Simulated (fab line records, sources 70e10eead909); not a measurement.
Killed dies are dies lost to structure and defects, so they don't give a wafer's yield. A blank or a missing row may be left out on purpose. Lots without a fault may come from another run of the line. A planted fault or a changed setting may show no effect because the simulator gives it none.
Chamber matching | flow nand_harc | NHARC_A_STAIRCASE_ETCH_313 on rie_diel-13: 4 sister chambers
The step etches the open film in CF4/CHF3. 4 wafers are shown with their chamber, then 10 later ones without.

WAFERS WITH THEIR CHAMBER
wafer  | chamber | showerhead_plenum_p_Torr (Torr)
L082.6 | 1       | 1.61
L085.1 | 2       | 1.51
L088.1 | 3       | 1.57
L088.4 | 0       | 1.61

WAFERS WITHOUT THEIR CHAMBER
wafer  | showerhead_plenum_p_Torr (Torr)
L088.5 | 1.51
L092.4 | 1.57
L092.5 | 1.57
L092.6 | 1.50
L094.1 | 1.57
L094.2 | 1.61
L094.4 | 1.50
L096.2 | 1.50
L096.4 | 1.60
L096.5 | 1.57

WHICH CHAMBER EACH WENT THROUGH
wafer  | from the rows above     | in truth
L088.5 | 2                       | 2
L092.4 | 3                       | 3
L092.5 | 3                       | 3
L092.6 | 2                       | 2
L094.1 | 3                       | 3
L094.2 | can't be placed: 0 or 1 | 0
L094.4 | 2                       | 2
L096.2 | 2                       | 2
L096.4 | can't be placed: 0 or 1 | 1
L096.5 | 3                       | 3
Placed correctly: 8 of 10. Can't be placed from these rows: 2 (the true chamber is among the candidates in 2). Placed wrongly: 0.
How it was worked out, from the rows above alone: a wafer's distance from a chamber is the root of the sum, over the readings, of the square of ((its reading less the chamber's mean) divided by the reading's scatter). The wafer belongs to the nearest chamber; if the next one is less than 2 further off, it can't be placed. A chamber's mean is the mean of its shown wafers. The scatter: with one shown wafer a chamber, the root of the mean of the squares of how far each hidden wafer lies from its nearest shown one.
